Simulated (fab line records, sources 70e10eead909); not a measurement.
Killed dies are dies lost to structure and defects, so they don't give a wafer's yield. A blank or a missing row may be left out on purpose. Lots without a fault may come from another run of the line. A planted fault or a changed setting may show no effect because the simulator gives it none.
Which tool did it? | flow nand_harc | 12 lots, 36 wafers sampled, at 5 steps of a route of 1159

WHAT THE GAUGES READ, wafer by wafer
NHARC_END_SORT_01. Usual: killed_at_array 24, standard deviation 8.7; killed_at_other 0.8, standard deviation 1.2; killed_at_periphery 3.6, standard deviation 2.3; killed_dies 28, standard deviation 8.9; killed_open 3.2, standard deviation 1.9; killed_short 2.0, standard deviation 1.6.
lot  | measured     | on        | killed_at_array | killed_at_other | killed_at_periphery | killed_dies | killed_open | killed_short | flag
L859 | day 20 09:25 | prober-01 | 677 676 677     | 0 0 0           | 0 1 0               | 677 677 677 | 1 3 2       | 0 2 0        | OFF
L864 | day 22 00:25 | prober-01 | 671 676 676     | 3 1 0           | 3 0 1               | 677 677 677 | 4 2 2       | 2 3 2        | OFF
L865 | day 21 01:08 | prober-02 | 675 672 676     | 0 0 0           | 2 5 1               | 677 677 677 | 4 6 4       | 4 2 2        | OFF
L870 | day 24 01:56 | prober-02 | 26 29 20        | 4 2 1           | 4 10 6              | 34 41 27    | 3 6 3       | 4 3 1        |
L874 | day 24 09:53 | prober-02 | 37              | 0               | 6                   | 43          | 0           | 3            |

WHICH TOOL RAN EACH LOT (tool, then ch and the chambers of the sampled wafers, then the start)
lot  | NHARC_A_CHANNEL_HOLE_D1_DEP_00 | NHARC_A_CHANNEL_HOLE_D1_DEP_01  | NHARC_A_CHANNEL_HOLE_D1_ETCH_38    | NHARC_A_CHANNEL_HOLE_D1_ETCH_16
L859 | acl_dep-03 ch 0, day 8 13:22   | pecvd-04 ch 0,1,2, day 8 18:51  | rie_diel-07 ch 2,3, day 8 19:40    | rie_diel-07 ch 1,2,3, day 20 09:25 or earlier
L861 | acl_dep-02 ch 0, day 8 18:03   | pecvd-04 ch 0,2, day 8 19:40    | rie_diel-09 ch 0,1,2, day 8 20:40  | rie_diel-09 ch 1,3, no start
L860 | acl_dep-01 ch 0, day 8 18:14   | pecvd-01 ch 0,1, day 8 20:11    | rie_diel-11 ch 0,1,3, day 8 21:13  | rie_diel-09 ch 0,2,3, day 8 21:49
L862 | acl_dep-02 ch 0, day 9 01:48   | pecvd-01 ch 0,1,2, day 9 03:42  | rie_diel-07 ch 0,1,2, day 9 04:34  | rie_diel-07 ch 0,2,3, no start
L864 | acl_dep-02 ch 0, day 9 18:04   | pecvd-04 ch 1,2, day 9 22:19    | rie_diel-07 ch 0,1,3, day 9 23:11  | rie_diel-07 ch 0,2,3, day 22 00:25 or earlier
L865 | acl_dep-01 ch 0, day 9 18:13   | pecvd-01 ch 0,1,2, day 9 22:00  | rie_diel-11 ch 0,1, day 9 22:53    | rie_diel-11 ch 0,1, day 21 01:08 or earlier
L870 | acl_dep-02 ch 0, day 11 12:37  | pecvd-01 ch 1,2, day 11 14:34   | rie_diel-07 ch 0,1,2, day 11 15:32 | rie_diel-07 ch 0,1,3, day 24 01:56 or earlier
L873 | acl_dep-01 ch 0, day 11 18:53  | pecvd-04 ch 1,2, day 11 20:32   | rie_diel-11 ch 0,1, day 11 21:29   | rie_diel-11 ch 0,1,2, no start
L874 | acl_dep-03 ch 0, day 12 03:32  | pecvd-03 ch 0,1,2, day 12 05:30 | rie_diel-07 ch 0,1,3, day 12 06:28 | rie_diel-07 ch 1,2,3, day 24 09:53 or earlier
L878 | acl_dep-03 ch 0, day 13 06:28  | pecvd-04 ch 0,1, day 13 08:42   | rie_diel-09 ch 0,1, day 13 09:35   | rie_diel-09 ch 0,1,2, no start
L880 | acl_dep-02 ch 0, day 13 13:38  | pecvd-04 ch 1,2, day 13 15:34   | rie_diel-11 ch 0,1,2, day 13 16:31 | rie_diel-11 ch 2,3, no start
L881 | acl_dep-02 ch 0, day 14 08:58  | pecvd-03 ch 0,1,2, day 14 10:37 | rie_diel-07 ch 0,2,3, day 14 11:29 | rie_diel-07 ch 1,2, no start
- NHARC_A_CHANNEL_HOLE_D1_DEP_00: deposits aC, target thk 3100 nm.
- NHARC_A_CHANNEL_HOLE_D1_DEP_01: deposits SiON, target thk 140 nm.
- NHARC_A_CHANNEL_HOLE_D1_ETCH_38: etches the open film in CF4, target depth 39 nm, time 65 s.
- NHARC_A_CHANNEL_HOLE_D1_ETCH_16: etches the open film in O2/COS, target depth 3100 nm, time 806 s.

WHAT THE TOOLS THEMSELVES READ (means of the sampled wafers that have a number; where no wafer has one, the mark that the record gives instead)
NHARC_A_CHANNEL_HOLE_D1_DEP_00. Usual: throttle_valve_pct 35.000 %, standard deviation 0.0096.
lot  | tool       | throttle_valve_pct (%) | flag
L859 | acl_dep-03 | 34.993                 |
L861 | acl_dep-02 | 35.003                 |
L860 | acl_dep-01 | 34.988                 |
L862 | acl_dep-02 | 35.002                 |
L864 | acl_dep-02 | 34.998                 |
L865 | acl_dep-01 | 34.992                 |
L870 | acl_dep-02 | 35.000                 |
L873 | acl_dep-01 | 35.000                 |
L874 | acl_dep-03 | 35.014                 |
L878 | acl_dep-03 | 34.998                 |
L880 | acl_dep-02 | 35.006                 |
L881 | acl_dep-02 | 34.997                 |

NHARC_A_CHANNEL_HOLE_D1_DEP_01. Usual: chamber_pressure_Torr 3.499 Torr, standard deviation 0.0075; heater_power_w 749 W, standard deviation 110.
lot  | tool     | chamber_pressure_Torr (Torr) | heater_power_w (W) | flag
L859 | pecvd-04 | 3.492                        | 684                |
L861 | pecvd-04 | 3.490                        | 658                |
L860 | pecvd-01 | 3.503                        | 867                |
L862 | pecvd-01 | 3.496                        | 828                |
L864 | pecvd-04 | 3.500                        | 766                |
L865 | pecvd-01 | 3.504                        | 773                |
L870 | pecvd-01 | 3.501                        | 768                |
L873 | pecvd-04 | 3.504                        | 747                |
L874 | pecvd-03 | 3.496                        | 806                |
L878 | pecvd-04 | 3.497                        | 613                |
L880 | pecvd-04 | 3.496                        | 718                |
L881 | pecvd-03 | 3.489                        | 802                |

NHARC_A_CHANNEL_HOLE_D1_ETCH_38. Usual: drypump_motor_current_A 5.79 A, standard deviation 0.24; oes_product_au 1.003 a.u., standard deviation 0.013; rf_vpp_V 151.1 V, standard deviation 1.1; showerhead_plenum_p_Torr 1.76 Torr, standard deviation 0.074; throttle_valve_pct 13.284 %, standard deviation 0.0083.
lot  | tool        | drypump_motor_current_A (A) | oes_product_au (a.u.) | rf_vpp_V (V) | showerhead_plenum_p_Torr (Torr) | throttle_valve_pct (%) | flag
L859 | rie_diel-07 | 6.13                        | 0.998                 | 151.0        | 1.74                            | 13.275                 |
L861 | rie_diel-09 | 5.72                        | 1.009                 | 150.8        | 1.77                            | 13.285                 |
L860 | rie_diel-11 | 5.73                        | 1.005                 | 151.6        | 1.79                            | 13.285                 |
L862 | rie_diel-07 | 5.87                        | 1.002                 | 150.9        | 1.75                            | 13.284                 |
L864 | rie_diel-07 | 5.96                        | 0.998                 | 150.9        | 1.71                            | 13.285                 |
L865 | rie_diel-11 | 5.83                        | 1.006                 | 151.2        | 1.78                            | 13.281                 |
L870 | rie_diel-07 | 5.89                        | 0.994                 | 150.9        | 1.75                            | 13.278                 |
L873 | rie_diel-11 | 5.81                        | 1.004                 | 150.7        | 1.78                            | 13.283                 |
L874 | rie_diel-07 | 5.94                        | 0.992                 | 150.1        | 1.71                            | 13.275                 |
L878 | rie_diel-09 | 5.75                        | 1.013                 | 152.6        | 1.83                            | 13.280                 |
L880 | rie_diel-11 | 5.72                        | 1.007                 | 151.4        | 1.73                            | 13.287                 |
L881 | rie_diel-07 | 5.97                        | 0.985                 | 151.0        | 1.73                            | 13.284                 |

NHARC_A_CHANNEL_HOLE_D1_ETCH_16. Usual: drypump_motor_current_A 5.79 A, standard deviation 0.25; oes_product_au 1.001 a.u., standard deviation 0.013; rf_vpp_V 314.0 V, standard deviation 2; showerhead_plenum_p_Torr 3.11 Torr, standard deviation 0.14; throttle_valve_pct 28.330 %, standard deviation 0.0092.
lot  | tool        | drypump_motor_current_A (A) | oes_product_au (a.u.) | rf_vpp_V (V) | showerhead_plenum_p_Torr (Torr) | throttle_valve_pct (%) | flag
L859 | rie_diel-07 | 6.10                        | 1.002                 | 312.9        | 3.03                            | 28.337                 |
L861 | rie_diel-09 | 5.41                        | 0.995                 | 315.6        | 3.23                            | 28.335                 |
L860 | rie_diel-09 | 5.62                        | 0.997                 | 315.8        | 3.25                            | 28.322                 |
L862 | rie_diel-07 | 5.99                        | 0.995                 | 313.9        | 3.07                            | 28.320                 |
L864 | rie_diel-07 | 6.02                        | 1.006                 | 313.0        | 3.07                            | 28.331                 |
L865 | rie_diel-11 | 5.83                        | 1.008                 | 313.1        | 3.13                            | 28.331                 |
L870 | rie_diel-07 | 5.96                        | 0.981                 | 312.5        | 3.01                            | 28.321                 |
L873 | rie_diel-11 | 5.74                        | 1.002                 | 313.1        | 3.06                            | 28.332                 |
L874 | rie_diel-07 | 6.08                        | 1.005                 | 313.2        | 3.02                            | 28.327                 |
L878 | rie_diel-09 | 5.75                        | 1.010                 | 313.9        | 3.13                            | 28.322                 |
L880 | rie_diel-11 | 5.57                        | 1.005                 | 315.3        | 3.18                            | 28.329                 |
L881 | rie_diel-07 | 6.03                        | 1.005                 | 312.3        | 3.05                            | 28.327                 |

THE ANSWER, worked out from the rows above alone
Rule: a lot is off if the mean of its wafers that have a number lies more than 3 standard deviations from the usual mean. A lot without any number at a reading at which 4 lots or more have one is off too. The other lots that the step has rows for count as sound. The gauges are gone through in route order, then the tools' own readings, and for those a lot's mean is taken as printed above. The first step at which some lot is off is used, and at that step the reading that is off furthest; a lot without a number counts as furthest.
Off: L859, L864, L865, at NHARC_END_SORT_01 (killed_at_array). Neither off nor sound, because the step has no rows for them: L861, L860, L862, L873, L878, L880, L881.
A tool fits if, at a process step before that reading, it ran every lot that is off, and no sound lot after the first of them. The gauges at NHARC_END_SORT_01 are tried like those tools. NHARC_A_CHANNEL_HOLE_D1_ETCH_16 gives no start for some lots, so the hours and the order of its lots are those of NHARC_END_SORT_01. None of those tried fits.

WHAT THE SIMULATOR HAD PUT IN
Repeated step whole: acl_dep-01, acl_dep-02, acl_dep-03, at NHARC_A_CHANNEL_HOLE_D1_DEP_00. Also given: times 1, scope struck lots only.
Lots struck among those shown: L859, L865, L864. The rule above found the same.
